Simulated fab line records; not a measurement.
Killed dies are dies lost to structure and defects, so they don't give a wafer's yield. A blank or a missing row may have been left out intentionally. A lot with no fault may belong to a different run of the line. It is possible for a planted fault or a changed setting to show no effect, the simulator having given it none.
fab line records	flow n5_finfet
record: lots: 5	wafers: 15	last_day: 18
route steps=1938 shown BEOL_M4@1099 BEOL_M5@1112 BEOL_M13@1696 PASSIVATION@1936
lots with no fault: from the same line, run without faults
start_h: hours from the record's first day to the start of the lot's first wafer shown	wait_h: hours from the lot's prior step to this one	" unchanged from the row above	L1.1+2: a single row standing in for several wafers	- no value, or no start given	* or withheld: withheld	< > ~ a bound
route shown NAME@n: a module of which the file shows steps, and the number in the route of the first	usual: mean/standard deviation of fault-free wafers	same: alike in all rows	chamber/n: place in a boat	sites: each site's reading	_std_site: standard deviation of those values	_edge_site: the outer-site mean with the inner-site mean subtracted	radius_mm: for every site, how far away it sits from the centre of the wafer	mask NAME#n: copy n	behind: the last tool/chamber to shape the wafer	hold: cause of the lot's hold/its duration in hours/its outcome	device: the n, p or np transistor that did not switch	end of line: the tests these same wafers got at the end of their route	where a step has no rows: the recipe by itself	killed: count of dies lost to structure and defects at first sort (not the wafer's yield)	map: dies across one wafer; x = killed, . = not, _ = none there
set.NAME: the setting the step ran with; set.NAME@STEP: the setting that earlier step ran with	model.NAME: the simulator's own value behind a step, which no gauge read
lots at selected steps of the route; one table per step, one row per wafer
services: a tool's chamber out of use, with start hour (start_h, from the record's first day; less than 0 if before it), hours out, and reason
== steps ==
step: N5_BEOL_M4_ANNEAL_95
recipe: temp_c: 400	time_s: 240	ambient: vacuum
step: N5_BEOL_M4_SPUTTER_96
recipe: material: Cu	target_thk_a: 45	temp_c: -20	chamber_pressure_pa: 0.07	power_w: withheld	time_s: 8.29
step: N5_BEOL_M4_ECD_50
recipe: material: Cu	target_thk_a: 3000
step: N5_BEOL_M4_ANNEAL_51
recipe: temp_c: 225	time_s: 90	ambient: N2
step: N5_BEOL_M4_CMP_52
recipe: stop_on: SiOC	t_overpolish_s: 6.8	down_force_psi: 1	platen_rpm: 50	clearing_platen_down_force_psi: 1.5	clearing_platen_rpm: 50	post_cmp_clean: cu_alkaline	target_thk_nm: 40	clearing_platen_pad_velocity_m_s: 0.99484	pad_velocity_m_s: 0.99484
step: N5_BEOL_M4_PRE_CLEAN_60
recipe: gas: NH3/H2	time_s: 15	temp_c: *	rf_power_w: 300
step: N5_BEOL_M4_CO_CAP_55
recipe: material: Co	target_thk_a: 20	temp_c: 200	precursor: CCTBA/H2	pressure_torr: 30	time_s: 102.1
step: N5_BEOL_M4_PRE_CLEAN_56
recipe: gas: NH3	time_s: 15	temp_c: withheld	rf_power_w: 300
step: N5_BEOL_M4_DEP_57
recipe: material: SiCN	target_thk_a: 80	temp_c: withheld	precursor: 3MS/NH3	pressure_torr: 3	rf_w: 202	time_s: 14
step: N5_BEOL_M4_RC_MEAS_101
usual: DIBL_N: 37.1/1.8	DIBL_P: 37.2/2.1	IOFF_N: 0.17/0.033	IOFF_P: 0.22/0.037	ION_N: 680/11	ION_P: 464/7.7	SS_N: 71.7/0.63	SS_P: 73.6/0.67	VT_N: 248.9/2.9	VT_P: -251/3.6
lot.wafer	tool	chamber	start_h	wait_h	DIBL_N[mV/V]	DIBL_P[mV/V]	IOFF_N[nA/um]	IOFF_P[nA/um]	ION_N[uA/um]	ION_P[uA/um]	SS_N[mV/dec]	SS_P[mV/dec]	VT_N[mV]	VT_P[mV]
L891.2	prober-02	0	211.42	0.2	38.2	37.1	0.18	0.19	684	457	72.2	73.9	249.7	-256
L891.4	"	0	"	"	39.2	40.0	0.21	0.24	687	463	71.6	74.4	246.9	-249
L891.5	"	0	"	"	36.3	35.4	0.14	0.17	666	456	71.2	73.2	254.0	-253
L885.2	prober-02	0	213.20	0.2	39.1	41.6	0.20	0.26	691	472	72.0	74.1	246.7	-250
L885.3	"	0	"	"	36.6	37.8	0.16	0.21	693	482	71.2	73.6	249.9	-250
L885.4	"	0	"	"	37.2	38.0	0.16	0.20	668	453	71.5	72.9	250.0	-250
L892.1	prober-01	0	216.01	0.0	35.3	34.7	0.16	0.22	682	468	71.4	73.0	250.5	-249
L892.4	"	0	"	"	39.0	38.8	0.22	0.30	685	474	72.1	73.9	245.0	-244
L892.6	"	0	"	"	38.1	38.2	0.21	0.30	687	480	72.9	73.6	245.6	-244
L893.3	prober-01	0	220.13	0.3	35.1	35.4	0.13	0.15	671	454	70.9	73.6	253.0	-258
L893.5	"	0	"	"	35.0	35.9	0.12	0.15	666	449	71.0	73.6	254.4	-257
L893.6	"	0	"	"	34.7	35.4	0.13	0.16	679	457	71.0	73.2	252.6	-258
L905.3	prober-02	0	314.13	0.3	39.4	38.1	0.22	0.26	678	463	74.0	73.9	247.7	-247
L905.4	"	0	"	"	38.0	37.7	0.18	0.25	673	465	71.8	73.8	247.5	-249
L905.6	"	0	"	"	36.4	34.0	0.15	0.19	665	461	72.2	73.7	253.1	-253
step: N5_BEOL_M5_ILD_DEP_00
recipe: material: SiCOH_lowk	target_thk_a: 1406.4	temp_c: 300	precursor: DEMS/porogen	pressure_torr: 5	rf_w: 500	time_s: 25.9
step: N5_BEOL_M5_CURE_79
recipe: temp_c: 385	time_s: 240	ambient: He/Ar	material: SiCOH_lowk
step: N5_BEOL_M5_PECVD_70
recipe: material: SiO2	target_thk_a: 160	temp_c: 400	precursor: TEOS/O2	pressure_torr: 5.5	rf_w: 450	teos_flow_sccm: 53.8	gas: O2	flow_sccm: 3000	time_s: 18
step: N5_BEOL_M5_HM_DEP_02
recipe: material: TiN	target_thk_a: 200	temp_c: 25	chamber_pressure_pa: 0.49996
step: N5_BEOL_M5_COAT_59
recipe: resist: SOC	temp_c: 250	time_s: 60	spin_rpm: 1500	resist_thk_nm: 60
step: N5_BEOL_M5_COAT_60
recipe: resist: SiARC	temp_c: 220	time_s: 60	spin_rpm: 1500	resist_thk_nm: 12
step: N5_BEOL_M5_COAT_71
recipe: resist: underlayer	temp_c: 205	time_s: 60	spin_rpm: 1500	resist_thk_nm: 5
step: N5_BEOL_M5_COAT_05
recipe: resist: CAR-EUV	spin_rpm: 1500	resist_thk_nm: 30
step: N5_BEOL_M5_EBR_07
recipe: solvent: PGMEA	ebr_width_mm: 1.5
step: N5_BEOL_M5_SOFTBAKE_06
recipe: temp_c: 110	time_s: 60	resist: CAR-EUV
step: N5_BEOL_M5_EXPOSE_08
recipe: mask_id: M5	na: 0.33	source_shape: annular	sigma_inner: 0.4	sigma_outer: 0.8	polarization: unpolarized	target_cd_nm: 28	dose_mj: 35.75
step: N5_BEOL_M5_PEB_09
recipe: peb_temp_c: 100	peb_time_s: 60	resist: CAR-EUV
step: N5_BEOL_M5_DEVELOP_10
recipe: develop_time_s: 30	developer: TMAH	resist: CAR-EUV	rinse_liquid: surfactant_rinse	dry: air_spin	dev_temp_c: 23
step: N5_BEOL_M5_DESCUM_16
recipe: chemistry: O2	time_s: 7	source_power_w: 50	bias_power_w: 20	pressure_mtorr: 20	rf_frequency_hz: 2.712e+07	temp_c: 40	resist: CAR-EUV	o2_flow_sccm: 225
step: N5_BEOL_M5_ETCH_72
recipe: chemistry: N2/H2	target: underlayer	target_depth_a: 65	mask_material: CAR-EUV	time_s: 5.2	ion_energy_ev: 200	pressure_mtorr: 30	source_w: 840	bias_w: 150	n2_flow_sccm: 200	h2_flow_sccm: 200	ends: cleared
step: N5_BEOL_M5_ETCH_61
recipe: chemistry: CF4	target: SiARC	target_depth_a: 156	mask_material: CAR-EUV	time_s: 26	ion_energy_ev: 80	pressure_mtorr: 40	source_w: 545	bias_w: 36	Ar_flow_sccm: 100	cf4_flow_sccm: 100	ends: cleared
step: N5_BEOL_M5_ETCH_62
recipe: chemistry: N2/H2	target: SOC	target_depth_a: 750	overetch_a: 150	mask_material: SiARC	temp_c: 40	time_s: 112.5	ion_energy_ev: 200	pressure_mtorr: 30	source_w: 840	bias_w: 150	n2_flow_sccm: 200	h2_flow_sccm: 200
step: N5_BEOL_M5_STRIP_63
recipe: chemistry: N2/H2	temp_c: 40	n2_flow_sccm: 200	h2_flow_sccm: 200	rf_frequency_hz: 6e+07
step: N5_BEOL_M5_STRIP_73
recipe: chemistry: N2/H2	temp_c: 40	n2_flow_sccm: 200	h2_flow_sccm: 200	rf_frequency_hz: 6e+07
step: N5_BEOL_M5_STRIP_64
recipe: chemistry: CF4	resist: SiARC	power_w: 300	bias_power_w: 75	pressure_mtorr: 50	cf4_flow_sccm: 150	rf_frequency_hz: 6e+07
step: N5_BEOL_M5_HM_OPEN_17
recipe: chemistry: Cl2/BCl3	target_depth_a: 200	overetch_a: 60	target: TiN	mask_material: SOC	ion_energy_ev: 150	pressure_mtorr: 10	icp_w: 1000	bias_w: 126	Cl2_flow_sccm: 53.25	bcl3_flow_sccm: 21.75	Ar_flow_sccm: 25
step: N5_BEOL_M5_STRIP_19
recipe: chemistry: O2	power_w: 400	temp_c: 40	pressure_mtorr: 30	rf_frequency_hz: 6e+07	bias_power_w: 0	overash_fraction: 0.2	o2_flow_sccm: 225
step: N5_BEOL_M5_COAT_65
recipe: resist: SOC	temp_c: 250	time_s: 60	spin_rpm: 1500	resist_thk_nm: 60
step: N5_BEOL_M5_COAT_66
recipe: resist: SiARC	temp_c: 220	time_s: 60	spin_rpm: 1500	resist_thk_nm: 12
step: N5_BEOL_M13_TRENCH_ETCH_34
recipe: chemistry: C4F8/O2/Ar	target: SiOC	target_depth_a: 4134.7	mask_material: SOC	pressure_mtorr: 30	source_w: 3000	bias_w: 700	Ar_flow_sccm: 400	C4F8_flow_sccm: 15	O2_flow_sccm: 8	he_inner_torr: 15	he_outer_torr: 30	time_s: 162.6	ion_energy_ev: 250
usual: C4F8_flow_sccm: 14.99/0.047	O2_flow_sccm: 8.003/0.024	drypump_motor_current_A: 5.9/0.36	he_outer_torr: 30.00/0.056	oes_product_au: 0.83/0.084	rf_vpp_V: 667.7/2.9	showerhead_plenum_p_Torr: 3.50/0.091	throttle_valve_pct: 24.18/0.21
lot.wafer	tool	chamber	start_h	wait_h	C4F8_flow_sccm	O2_flow_sccm	drypump_motor_current_A	he_outer_torr	oes_product_au	rf_hours_counter_h	rf_vpp_V	showerhead_plenum_p_Torr	throttle_valve_pct	model.SiARC_of_BEOL_M13_COAT_66.thk_nm
L891.2	rie_diel-02	0	292.74	0.0	-	-	-	-	-	-	-	-	-	75
L891.4	"	2	"	"	-	-	-	-	-	-	-	-	-	77
L891.5	"	2	"	"	-	-	-	-	-	-	-	-	-	77
L892.1	rie_diel-06	2	293.10	0.0	-	-	-	-	-	-	-	-	-	78
L892.4	"	1	"	"	-	-	-	-	-	-	-	-	-	77.6
L892.6	"	1	"	"	-	-	-	-	-	-	-	-	-	77.2
L885.2	rie_diel-02	1	301.11	0.0	15.05	8.030	5.9	30.09	0.71	186	665.6	3.40	24.51	0
L885.3	"	2	"	"	15.01	8.000	5.2	29.95	0.85	62	666.5	3.47	24.24	0
L885.4	"	0	"	"	15.06	7.992	6.6	30.01	0.98	6	671.2	3.63	24.03	0
L893.3	rie_diel-02	0	302.38	0.0	-	-	-	-	-	-	-	-	-	76
L893.5	"	3	"	"	-	-	-	-	-	-	-	-	-	77.8
L893.6	"	0	"	"	-	-	-	-	-	-	-	-	-	75.8
L905.3	rie_diel-04	3	395.40	0.0	15.01	8.027	5.4	29.96	0.77	127	665.7	3.46	24.08	0
L905.4	"	1	"	"	15.00	8.000	5.8	30.04	0.90	33	663.1	3.36	24.16	0
L905.6	"	0	"	"	15.05	8.009	6.3	30.02	0.88	-	670.6	3.60	24.19	0
step: N5_BEOL_M13_OCD_MEAS_35
usual: trench_depth_nm: 413/7.4
lot.wafer	tool	chamber	start_h	wait_h	trench_depth_nm
L891.2	ocd-01	-	292.91	0.0	0
L891.4	"	-	"	"	0
L891.5	"	-	"	"	0
L892.1	ocd-02	-	293.28	0.0	0
L892.4	"	-	"	"	0
L892.6	"	-	"	"	0
L885.2	ocd-02	-	301.28	0.0	404
L885.3	"	-	"	"	408
L885.4	"	-	"	"	427
L893.3	ocd-02	-	302.56	0.0	0
L893.5	"	-	"	"	0
L893.6	"	-	"	"	0
L905.3	ocd-02	-	395.58	0.0	417
L905.4	"	-	"	"	416
L905.6	"	-	"	"	418
step: N5_BEOL_M13_CMP_49
recipe: stop_on: SiOC	t_overpolish_s: 17.1	down_force_psi: 1	platen_rpm: 50	clearing_platen_down_force_psi: 1.5	clearing_platen_rpm: 50	post_cmp_clean: cu_alkaline	target_thk_nm: 420	clearing_platen_pad_velocity_m_s: 0.99484	pad_velocity_m_s: 0.99484
usual: barrier_field_endpoint_s: 30.3/0.82	motor_current_A: 6.0/0.42	overpolish_run_s: 17.101/0.0093	retaining_ring_pressure_frac: 1.000/0.0053
lot.wafer	tool	chamber	start_h	wait_h	barrier_field_endpoint_s	motor_current_A	overpolish_run_s	retaining_ring_pressure_frac	model.Cu_of_BEOL_M13_ECD_47.thk_nm
L891.2	cmp-02	3	301.72	0.2	31.8	5.8	17.112	1.001	2
L891.4	"	0	"	"	30.7	6.3	17.105	0.986	1.4
L891.5	"	2	"	"	29.4	6.2	17.117	1.002	0
L892.1	cmp-03	3	302.29	0.3	30.1	5.6	17.091	1.005	0
L892.4	"	0	"	"	31.8	5.8	17.101	0.995	0.6
L892.6	"	3	"	"	30.4	5.7	17.108	1.003	0
L885.4	cmp-03	1	302.99	0.2	32.0	6.1	17.090	0.996	433.4
L885.2	"	2	"	"	31.4	6.2	17.105	0.994	410.6
L885.3	"	0	"	"	31.3	5.8	17.120	1.002	414.2
L893.3	cmp-02	1	305.04	0.3	29.7	5.8	17.104	0.998	0
L893.5	"	2	"	"	30.4	5.9	17.095	0.998	0
L893.6	"	3	"	"	32.0	5.8	17.094	1.008	0
L905.4	cmp-01	3	397.83	0.2	31.1	6.8	17.094	0.994	422.6
L905.3	"	2	"	"	30.7	5.4	17.110	1.003	423
L905.6	"	0	"	"	30.2	6.3	17.090	0.999	424.6
step: N5_PASSIVATION_PROBE_49
usual: defect_limited_yield: 91.7/1.5	killed_at_M0_to_M3: 32/10	killed_at_M4_up: 14/5.3	killed_at_contacts: 13/5.7	killed_at_front_end: 37/10	killed_at_other: 3.3/2.5	killed_dies: 98/18	killed_on_rim: 13/3.6	killed_open: 65/13	killed_short: 31/7.5	sort_bin_5_function: 4.9/0.91	sort_bin_6_memory: 3.1/0.71	sort_n_pass: 1082/18	sort_yield_pct: 91.7/1.5
same: gross_dies: 1180	killed_at_back_side: 0	sort_bin_4_leakage[%]: 0	sort_bin_8_speed[%]: 0
lot.wafer	tool	chamber	start_h	wait_h	defect_limited_yield[%]	killed_at_M0_to_M3	killed_at_M4_up	killed_at_contacts	killed_at_front_end	killed_at_other	killed_dies	killed_on_rim	killed_open	killed_short	sort_bin_5_function[%]	sort_bin_6_memory[%]	sort_n_pass	sort_yield_pct[%]
L891.2	prober-02	-	327.95	0.1	0	22	1107	13	34	4	1180	152	61	22	96.9	2.7	0	0
L891.4	prober-02	-	328.05	0.2	0	29	1109	17	21	4	1180	152	64	24	97.5	2.5	0	0
L891.5	prober-02	-	328.10	0.2	0	27	1125	6	19	3	1180	152	41	21	97.7	2.3	0	0
L892.1	prober-02	-	331.59	0.0	0	49	1093	14	22	2	1180	152	58	36	96.4	3.1	0	0
L892.4	prober-02	-	331.74	0.2	0	39	1091	15	34	1	1180	152	69	29	97.1	2.6	0	0
L892.6	prober-02	-	331.84	0.3	0	47	1090	8	31	4	1180	152	71	31	95.7	3.4	0	0
L885.2	prober-01	-	331.82	0.1	89.2	18	18	17	74	1	128	17	88	36	6.5	3.8	1052	89.2
L885.3	prober-01	-	331.87	0.1	91.7	41	16	10	30	1	98	16	66	31	4.8	3.3	1082	91.7
L885.4	prober-01	-	331.92	0.2	92.3	20	21	16	33	1	91	13	54	32	4.9	2.2	1089	92.3
L893.3	prober-01	-	333.05	0.1	0	17	1125	10	28	0	1180	152	36	22	97.7	2.2	0	0
L893.5	prober-01	-	333.15	0.2	0	41	1102	12	23	2	1180	152	70	23	97.5	2.5	0	0
L893.6	prober-01	-	333.20	0.3	0	42	1082	13	38	5	1180	152	69	40	96.3	3.3	0	0
L905.6	prober-02	-	429.02	0.4	92.8	30	11	7	35	2	85	9	62	23	4.2	3.0	1095	92.8
killed by level:class
L891.2 BEOL_M13:area_etch=1097 MOL_CONTACT_COAG:geometric_particle:open=11 FIN_SAQP:geometric_particle:open=9 BEOL_M0_SAQP:geometric_particle:open=7 GATE_CUT:geometric_particle:open=6 DUMMY_GATE:geometric_particle:open=5 BEOL_M0_SAQP:geometric_particle:short=4 BEOL_M4:geometric_particle:open=4
L891.4 BEOL_M13:area_etch=1091 MOL_CONTACT_COAG:geometric_particle:open=12 BEOL_M4:geometric_particle:open=11 BEOL_M2:geometric_particle:open=10 BEOL_M3:geometric_particle:open=7 MOL_CONTACT_COAG:geometric_particle:short=5 GATE_CUT:geometric_particle:short=4 BEOL_M0_SAQP:geometric_particle:short=4
L891.5 BEOL_M13:area_etch=1116 BEOL_M0_SAQP:geometric_particle:open=6 BEOL_M2:geometric_particle:open=6 MOL_CONTACT_COAG:geometric_particle:open=4 BEOL_M0_SAQP:geometric_particle:short=4 DUMMY_GATE:geometric_particle:open=3 BEOL_M1:geometric_particle:short=3 BEOL_M3:geometric_particle:open=3
L892.1 BEOL_M13:area_etch=1086 BEOL_M3:geometric_particle:open=15 MOL_CONTACT_COAG:geometric_particle:open=9 BEOL_M1:geometric_particle:open=8 BEOL_M2:geometric_particle:short=7 STI_FIN_REVEAL:geometric_particle:open=6 BEOL_M0_SAQP:geometric_particle:short=6 MOL_CONTACT_COAG:geometric_particle:short=5
L892.4 BEOL_M13:area_etch=1079 BEOL_M0_SAQP:geometric_particle:open=13 STI_FIN_REVEAL:geometric_particle:open=12 MOL_CONTACT_COAG:geometric_particle:open=12 BEOL_M3:geometric_particle:open=9 BEOL_M0_SAQP:geometric_particle:short=8 BEOL_M4:geometric_particle:open=5 GATE_CUT:geometric_particle:open=4
L885.2 STI_FIN_REVEAL:geometric_particle:open=28 MOL_CONTACT_COAG:geometric_particle:open=13 FIN_SAQP:geometric_particle:open=11 DUMMY_GATE:geometric_particle:open=11 FIN_SAQP:geometric_particle:short=9 STI_FIN_REVEAL:geometric_particle:short=7 BEOL_M4:geometric_particle:open=7 MOL_CONTACT_COAG:geometric_particle:short=4
L892.6 BEOL_M13:area_etch=1072 BEOL_M0_SAQP:geometric_particle:short=10 BEOL_M0_SAQP:geometric_particle:open=10 STI_FIN_REVEAL:geometric_particle:open=7 MOL_CONTACT_COAG:geometric_particle:open=7 BEOL_M3:geometric_particle:open=6 DUMMY_GATE:geometric_particle:open=6 BEOL_M1:geometric_particle:open=6
L885.3 BEOL_M0_SAQP:geometric_particle:open=13 BEOL_M1:geometric_particle:open=10 BEOL_M4:geometric_particle:open=9 FIN_SAQP:geometric_particle:open=7 DUMMY_GATE:geometric_particle:open=7 MOL_CONTACT_COAG:geometric_particle:open=7 BEOL_M0_SAQP:geometric_particle:short=7 DUMMY_GATE:geometric_particle:short=4
L885.4 MOL_CONTACT_COAG:geometric_particle:open=11 BEOL_M4:geometric_particle:open=10 STI_FIN_REVEAL:geometric_particle:open=6 STI_FIN_REVEAL:geometric_particle:short=5 MOL_CONTACT_COAG:geometric_particle:short=5 HKMG_FIN:area_etch=5 BEOL_M0_SAQP:geometric_particle:short=4 BEOL_M0_SAQP:geometric_particle:open=4
L893.3 BEOL_M13:area_etch=1122 MOL_CONTACT_COAG:geometric_particle:open=8 FIN_SAQP:geometric_particle:short=5 STI_FIN_REVEAL:geometric_particle:open=5 BEOL_M3:geometric_particle:open=5 BEOL_M0_SAQP:geometric_particle:short=4 STARTING-WAFER:geometric_particle:short=4 GATE_CUT:geometric_particle:open=3
L893.5 BEOL_M13:area_etch=1087 MOL_CONTACT_COAG:geometric_particle:open=11 BEOL_M0_SAQP:geometric_particle:open=11 BEOL_M4:geometric_particle:open=9 STI_FIN_REVEAL:geometric_particle:open=7 BEOL_M0_SAQP:geometric_particle:short=6 BEOL_M2:geometric_particle:open=6 BEOL_M3:geometric_particle:open=6
L893.6 BEOL_M13:area_etch=1070 BEOL_M2:geometric_particle:open=17 MOL_CONTACT_COAG:geometric_particle:open=11 FIN_SAQP:geometric_particle:short=9 BEOL_M4:geometric_particle:open=8 STI_FIN_REVEAL:geometric_particle:open=7 BEOL_M0_SAQP:geometric_particle:short=7 STI_FIN_REVEAL:geometric_particle:short=6
L905.6 BEOL_M2:geometric_particle:open=10 DUMMY_GATE:geometric_particle:open=9 FIN_SAQP:geometric_particle:open=6 BEOL_M0_SAQP:geometric_particle:short=6 GATE_CUT:geometric_particle:short=5 BEOL_M0:geometric_particle:open=5 BEOL_M4:geometric_particle:open=5 GATE_CUT:geometric_particle:open=4
map L891.2 (x killed, . not)
_________________xxxxxxxxxxxx________________
______________xxxxxxxxxxxxxxxxxx_____________
___________xxxxxxxxxxxxxxxxxxxxxxxx__________
__________xxxxxxxxxxxxxxxxxxxxxxxxxx_________
________xxxxxxxxxxxxxxxxxxxxxxxxxxxxxx_______
_______xxxxxxxxxxxxxxxxxxxxxxxxxxxxxxxx______
______xxxxxxxxxxxxxxxxxxxxxxxxxxxxxxxxxx_____
_____xxxxxxxxxxxxxxxxxxxxxxxxxxxxxxxxxxxx____
____xxxxxxxxxxxxxxxxxxxxxxxxxxxxxxxxxxxxxx___
___xxxxxxxxxxxxxxxxxxxxxxxxxxxxxxxxxxxxxxxx__
___xxxxxxxxxxxxxxxxxxxxxxxxxxxxxxxxxxxxxxxx__
__xxxxxxxxxxxxxxxxxxxxxxxxxxxxxxxxxxxxxxxxxx_
__xxxxxxxxxxxxxxxxxxxxxxxxxxxxxxxxxxxxxxxxxx_
_xxxxxxxxxxxxxxxxxxxxxxxxxxxxxxxxxxxxxxxxxxxx
_xxxxxxxxxxxxxxxxxxxxxxxxxxxxxxxxxxxxxxxxxxxx
_xxxxxxxxxxxxxxxxxxxxxxxxxxxxxxxxxxxxxxxxxxxx
_xxxxxxxxxxxxxxxxxxxxxxxxxxxxxxxxxxxxxxxxxxxx
_xxxxxxxxxxxxxxxxxxxxxxxxxxxxxxxxxxxxxxxxxxxx
_xxxxxxxxxxxxxxxxxxxxxxxxxxxxxxxxxxxxxxxxxxxx
_xxxxxxxxxxxxxxxxxxxxxxxxxxxxxxxxxxxxxxxxxxxx
_xxxxxxxxxxxxxxxxxxxxxxxxxxxxxxxxxxxxxxxxxxxx
__xxxxxxxxxxxxxxxxxxxxxxxxxxxxxxxxxxxxxxxxxx_
__xxxxxxxxxxxxxxxxxxxxxxxxxxxxxxxxxxxxxxxxxx_
___xxxxxxxxxxxxxxxxxxxxxxxxxxxxxxxxxxxxxxxx__
___xxxxxxxxxxxxxxxxxxxxxxxxxxxxxxxxxxxxxxxx__
____xxxxxxxxxxxxxxxxxxxxxxxxxxxxxxxxxxxxxx___
_____xxxxxxxxxxxxxxxxxxxxxxxxxxxxxxxxxxxx____
______xxxxxxxxxxxxxxxxxxxxxxxxxxxxxxxxxx_____
_______xxxxxxxxxxxxxxxxxxxxxxxxxxxxxxxx______
________xxxxxxxxxxxxxxxxxxxxxxxxxxxxxx_______
__________xxxxxxxxxxxxxxxxxxxxxxxxxx_________
___________xxxxxxxxxxxxxxxxxxxxxxxx__________
______________xxxxxxxxxxxxxxxxxx_____________
_________________xxxxxxxxxxxx________________
map L892.1 (x killed, . not)
_________________xxxxxxxxxxxx________________
______________xxxxxxxxxxxxxxxxxx_____________
___________xxxxxxxxxxxxxxxxxxxxxxxx__________
__________xxxxxxxxxxxxxxxxxxxxxxxxxx_________
________xxxxxxxxxxxxxxxxxxxxxxxxxxxxxx_______
_______xxxxxxxxxxxxxxxxxxxxxxxxxxxxxxxx______
______xxxxxxxxxxxxxxxxxxxxxxxxxxxxxxxxxx_____
_____xxxxxxxxxxxxxxxxxxxxxxxxxxxxxxxxxxxx____
____xxxxxxxxxxxxxxxxxxxxxxxxxxxxxxxxxxxxxx___
___xxxxxxxxxxxxxxxxxxxxxxxxxxxxxxxxxxxxxxxx__
___xxxxxxxxxxxxxxxxxxxxxxxxxxxxxxxxxxxxxxxx__
__xxxxxxxxxxxxxxxxxxxxxxxxxxxxxxxxxxxxxxxxxx_
__xxxxxxxxxxxxxxxxxxxxxxxxxxxxxxxxxxxxxxxxxx_
_xxxxxxxxxxxxxxxxxxxxxxxxxxxxxxxxxxxxxxxxxxxx
_xxxxxxxxxxxxxxxxxxxxxxxxxxxxxxxxxxxxxxxxxxxx
_xxxxxxxxxxxxxxxxxxxxxxxxxxxxxxxxxxxxxxxxxxxx
_xxxxxxxxxxxxxxxxxxxxxxxxxxxxxxxxxxxxxxxxxxxx
_xxxxxxxxxxxxxxxxxxxxxxxxxxxxxxxxxxxxxxxxxxxx
_xxxxxxxxxxxxxxxxxxxxxxxxxxxxxxxxxxxxxxxxxxxx
_xxxxxxxxxxxxxxxxxxxxxxxxxxxxxxxxxxxxxxxxxxxx
_xxxxxxxxxxxxxxxxxxxxxxxxxxxxxxxxxxxxxxxxxxxx
__xxxxxxxxxxxxxxxxxxxxxxxxxxxxxxxxxxxxxxxxxx_
__xxxxxxxxxxxxxxxxxxxxxxxxxxxxxxxxxxxxxxxxxx_
___xxxxxxxxxxxxxxxxxxxxxxxxxxxxxxxxxxxxxxxx__
___xxxxxxxxxxxxxxxxxxxxxxxxxxxxxxxxxxxxxxxx__
____xxxxxxxxxxxxxxxxxxxxxxxxxxxxxxxxxxxxxx___
_____xxxxxxxxxxxxxxxxxxxxxxxxxxxxxxxxxxxx____
______xxxxxxxxxxxxxxxxxxxxxxxxxxxxxxxxxx_____
_______xxxxxxxxxxxxxxxxxxxxxxxxxxxxxxxx______
________xxxxxxxxxxxxxxxxxxxxxxxxxxxxxx_______
__________xxxxxxxxxxxxxxxxxxxxxxxxxx_________
___________xxxxxxxxxxxxxxxxxxxxxxxx__________
______________xxxxxxxxxxxxxxxxxx_____________
_________________xxxxxxxxxxxx________________
== services ==
tool	chamber	start_h	hours	kind
rie_diel-06	-	301.29	2.1	repair
cmp-03	-	305.07	4.0	pm
cmp-03	-	309.07	-	consumable_replace:conditioner
cmp-03	-	309.07	-	consumable_replace:pad
cmp-03	-	329.00	0.5	repair
cmp-02	-	349.16	6.5	repair
rie_diel-02	-	350.76	0.6	repair
cmp-01	-	364.87	1.2	repair
rie_diel-04	-	369.49	0.5	repair
cmp-03	-	370.78	6.8	pm
cmp-01	-	375.96	6.8	repair
cmp-02	-	377.20	4.0	pm
cmp-02	-	381.20	-	consumable_replace:conditioner
cmp-02	-	381.20	-	consumable_replace:pad
rie_diel-06	3	382.22	3.5	repair
rie_diel-06	3	387.36	10.5	repair
== key ==
first_sign: step: N5_BEOL_M13_TRENCH_ETCH_34	reading: tool_record	direction: missing
effect: step: N5_BEOL_M13_OCD_MEAS_35	reading: trench_depth_nm	direction: down	sigmas: 56	usual: 413	struck: 0
effect: step: N5_PASSIVATION_PROBE_49	reading: killed_at_M4_up	direction: up	sigmas: 99+	usual: 14	struck: 1103
model_effect: step: N5_BEOL_M13_TRENCH_ETCH_34	value: SiARC_of_BEOL_M13_COAT_66.thk_nm	without: 0	struck: 76.82
model_effect: step: N5_BEOL_M13_CMP_49	value: Cu_of_BEOL_M13_ECD_47.thk_nm	without: 420	struck: 0.4444
more_kills_born_at: N5_BEOL_M13_TRENCH_ETCH_34@rie_diel-02: 6583	N5_BEOL_M13_TRENCH_ETCH_34@rie_diel-06: 3237
met_at N5_BEOL_M13_TRENCH_ETCH_34
struck_wafers L891.2,L891.4,L891.5,L892.1,L892.4,L892.6,L893.3,L893.5,L893.6
later_rows_left_out L891.2,L891.4,L891.5,L892.1,L892.4,L892.6,L893.3,L893.5,L893.6
fault: kind: skipped_step_whole	tool: rie_diel-02,rie_diel-06	chamber: -	onset_h: 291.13	steps: N5_BEOL_M13_TRENCH_ETCH_34	scope: struck_lots_only
later_rows_left_out: the simulator's readings of these wafers behind a module that went badly wrong aren't trusted and aren't shown, but for the sort
